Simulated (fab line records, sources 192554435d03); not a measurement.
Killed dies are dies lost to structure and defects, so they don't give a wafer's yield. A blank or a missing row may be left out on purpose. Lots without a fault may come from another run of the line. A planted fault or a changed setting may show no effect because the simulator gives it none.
Split-lot experiment | flow n5_finfet | 7 lots, 21 wafers read, on a route of 1938 steps

THE SPLIT
At N5_BEOL_M9_TRENCH_ETCH_37 (etches SiCOH lowk in C4F6/O2, target depth 151.43 nm, time 49 s), the setting time_s was moved away from the recipe's 49 s on 7 of the 21 wafers read, by -12.1% to +21.5%. The other wafers ran this setting at the recipe's value.

FROM THE SPLIT TO THE READING: what the file shows between them, 8 steps
- N5_BEOL_M9_ETCH_41: etches SiCN in CH3F/O2, target depth 36.6 nm, time 70.1 s
- N5_BEOL_M9_STRIP_80: strips in N2/H2, time 10 s
- N5_BEOL_M9_OCD_MEAS_38
- N5_BEOL_M9_HM_STRIP_39: strips TiN in peroxide tin strip, target depth 25 nm, time 158 s
- N5_BEOL_M9_SRD_40: time 30 s
- N5_BEOL_M9_ECD_50: material Cu, target thk 318 nm
- N5_BEOL_M9_ANNEAL_51: time 90 s
- N5_BEOL_M9_CMP_52: polishes, stops on SiCOH lowk, t overpolish 7 s, target thk 140 nm

THE READING
M9_THK, in nm, at N5_BEOL_M9_THK_MEAS_53 (measures by xrf). Fault-free wafers of this fab line usually give 140 nm, standard deviation 3.1 nm.

wafer  | tool, chamber at the split | time_s as run, s | against the recipe | M9_THK, nm | against lot-mates on the recipe
L078.2 | rie_diel-02, 2             | 43.06            | -12.1%             | 119        | -23
L078.3 | rie_diel-02, 1             | 49               | recipe             | 139        | -
L078.4 | rie_diel-02, 3             | 49               | recipe             | 145        | -
L079.3 | rie_diel-02, 0             | 59.55            | +21.5%             | 175        | +34
L079.4 | rie_diel-02, 2             | 59.55            | +21.5%             | 173        | +32
L079.6 | rie_diel-02, 0             | 49               | recipe             | 141        | -
L085.2 | rie_diel-06, 1             | 49               | recipe             | 144        | -
L085.3 | rie_diel-06, 2             | 49               | recipe             | 139        | -
L085.6 | rie_diel-06, 3             | 49               | recipe             | 137        | -
L089.1 | rie_diel-02, 1             | 53.1             | +8.4%              | 154        | no lot-mate on the recipe
L089.3 | rie_diel-02, 0             | 53.1             | +8.4%              | 154        | no lot-mate on the recipe
L089.5 | rie_diel-02, 0             | 53.1             | +8.4%              | 153        | no lot-mate on the recipe
L090.3 | rie_diel-02, 1             | 49               | recipe             | 139        | -
L090.5 | rie_diel-02, 1             | 49               | recipe             | 140        | -
L090.6 | rie_diel-02, 0             | 49               | recipe             | 140        | -
L088.2 | rie_diel-06, 3             | 52.27            | +6.7%              | 146        | +6
L088.3 | rie_diel-06, 1             | 49               | recipe             | 141        | -
L088.5 | rie_diel-06, 0             | 49               | recipe             | 140        | -
L093.2 | rie_diel-03, 3             | 49               | recipe             | 139        | -
L093.3 | rie_diel-03, 0             | 49               | recipe             | 138        | -
L093.5 | rie_diel-03, 3             | 49               | recipe             | 138        | -

THE FIT
A straight line over all 21 wafers: M9_THK changes by +1.6 nm for each +1% of time_s; r = +0.98; the points scatter about the line by 2.2 nm.
The same after taking each lot's own level away (the mean of its wafers on the recipe; 18 wafers): +1.57 nm for each +1%; r = +0.98; scatter 2.3 nm.
On that fit, the largest move of time_s shifts the reading by 34 nm.
The lots' own levels span 138.3 to 142.0 nm, that is 1.2 times the standard deviation above.
So the lot-to-lot level changes the slope little: the two slopes agree.
Check: with one of the wafers moved furthest among these (+21.5%) left out of the fit, the line predicts +32.7 nm for it against its lot-mates. It came out at +34 nm against them.

OTHER SPLITS ON THESE WAFERS
These wafers also went through other splits before the reading. Each is held against what the fit with the lots' levels taken away leaves over:
other split on the same wafers    | wafers away from the commonest value | r with M9_THK (lot level and that fit taken away)
N5_BEOL_M9_ILD_DEP_00 time_s      | 6                                    | +0.23
N5_BEOL_M9_HM_DEP_02 target_thk_a | 7                                    | +0.34

THE WHOLE CHAIN: every reading that the file lists as answering this split, in the file's order
step                      | what it does                                                       | reading                                                                      | change (the file's fit)              | r (the file's)
N5_BEOL_M9_TRENCH_ETCH_37 | etches SiCOH lowk in C4F6/O2, target depth 151.43 nm, time 49 s    | BEOL_M9.feature_depth_nm (the simulator's own value, which no gauge read)    | +1.54 nm for each +1% of the setting | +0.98
N5_BEOL_M9_TRENCH_ETCH_37 | etches SiCOH lowk in C4F6/O2, target depth 151.43 nm, time 49 s    | etch.depth_nm (the simulator's own value, which no gauge read)               | +1.53 nm for each +1% of the setting | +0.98
N5_BEOL_M9_OCD_MEAS_38    |                                                                    | trench_depth_nm                                                              | +1.55 nm for each +1% of the setting | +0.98
N5_BEOL_M9_CMP_52         | polishes, stops on SiCOH lowk, t overpolish 7 s, target thk 140 nm | Cu_of_BEOL_M9_ECD_50.thk_nm (the simulator's own value, which no gauge read) | +1.54 nm for each +1% of the setting | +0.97
N5_BEOL_M9_THK_MEAS_53    | measures by xrf                                                    | M9_THK                                                                       | +1.57 for each +1% of the setting    | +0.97

THE FILE'S OWN FIT
M9_THK changes by +1.57 nm for each +1% of time_s, r = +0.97.
